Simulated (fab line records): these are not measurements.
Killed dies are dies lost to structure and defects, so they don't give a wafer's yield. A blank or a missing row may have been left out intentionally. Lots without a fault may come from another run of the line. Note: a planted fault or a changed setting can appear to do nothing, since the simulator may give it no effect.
Split-lot study | flow n5 finfet | 21 wafers read from 7 lots, route of 1938 steps

## ABOUT THE SPLIT
At N5_FIN_SAQP_ALD_61 (deposits SiO2, target thk 4 nm, pulse time 1 s, purge time 2 s), the setting ald cycles was moved away from the recipe's 43 on 9 of the 21 wafers read, by -16.3% to +14.0%. All remaining wafers had this setting at the recipe value.

The split's own step is where the reading is taken.

## THE READING
SiO2_of_FIN_SAQP_ALD_61.thk nm (the simulator's own value, which no gauge read), in nm, at N5_FIN_SAQP_ALD_61 (deposits SiO2, target thk 4 nm, pulse time 1 s, purge time 2 s). The file does not state a usual value for it. Across the 12 wafers here that went through the recipe, the average is 3.993 nm and the standard deviation 0.014 nm.

wafer  | tool, chamber at the split | ald cycles as run | against the recipe | SiO2_of_FIN_SAQP_ALD_61.thk nm, nm | against lot-mates on the recipe
L074.1 | ald sin-01, 2              | 46                | +7.0%              | 4.316                              | +0.306
L074.4 | ald sin-01, 3              | 43                | recipe             | 4.01                               | -
L074.6 | ald sin-01, 0              | 46                | +7.0%              | 4.284                              | +0.274
L075.1 | ald sin-01, 0              | 46                | +7.0%              | 4.266                              | +0.279
L075.3 | ald sin-01, 3              | 43                | recipe             | 3.987                              | -
L075.6 | ald sin-01, 2              | 46                | +7.0%              | 4.273                              | +0.286
L077.4 | ald sin-01, 1              | 36                | -16.3%             | 3.364                              | -0.633
L077.5 | ald sin-01, 3              | 36                | -16.3%             | 3.334                              | -0.663
L077.6 | ald sin-01, 2              | 43                | recipe             | 3.997                              | -
L079.3 | ald sin-03, 3              | 43                | recipe             | 3.983                              | -
L079.4 | ald sin-03, 2              | 43                | recipe             | 4.005                              | -
L079.5 | ald sin-03, 1              | 43                | recipe             | 3.981                              | -
L084.1 | ald sin-03, 2              | 43                | recipe             | 4.02                               | -
L084.4 | ald sin-03, 3              | 49                | +14.0%             | 4.575                              | +0.560
L084.6 | ald sin-03, 0              | 43                | recipe             | 4.011                              | -
L089.3 | ald sin-04, 3              | 45                | +4.7%              | 4.191                              | +0.207
L089.4 | ald sin-04, 2              | 43                | recipe             | 3.984                              | -
L089.5 | ald sin-04, 3              | 45                | +4.7%              | 4.197                              | +0.213
L091.1 | ald sin-03, 1              | 43                | recipe             | 3.982                              | -
L091.2 | ald sin-03, 2              | 43                | recipe             | 3.98                               | -
L091.6 | ald sin-03, 2              | 43                | recipe             | 3.975                              | -

FIT RESULTS
A straight line over all 21 wafers: SiO2_of_FIN_SAQP_ALD_61.thk nm changes by +0.0405 nm for each +1% of ald cycles; r = +1.00; the points scatter about the line by 0.017 nm.
The same after taking each lot's own level away (the mean of its wafers on the recipe; 21 wafers): +0.0403 nm for each +1%; r = +1.00; scatter 0.011 nm.
On that fit, the largest move of ald cycles shifts the reading by 0.66 nm.
Across the lots, their own levels run from 3.9790 to 4.0155 nm, a range of 2.5 times the standard deviation given above.
Consequently the slope shifts little with the lot-to-lot level, the two slopes agreeing.
Check: -0.663 nm against its lot-mates is what the line predicts for one of the wafers moved furthest among these (-16.3%) when that wafer is left out of the fit. Against them it came out at -0.633 nm.

## THE FILE'S OWN FIT
SiO2_of_FIN_SAQP_ALD_61.thk nm changes by +0.0403 nm for each +1% of ald cycles, r = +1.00.
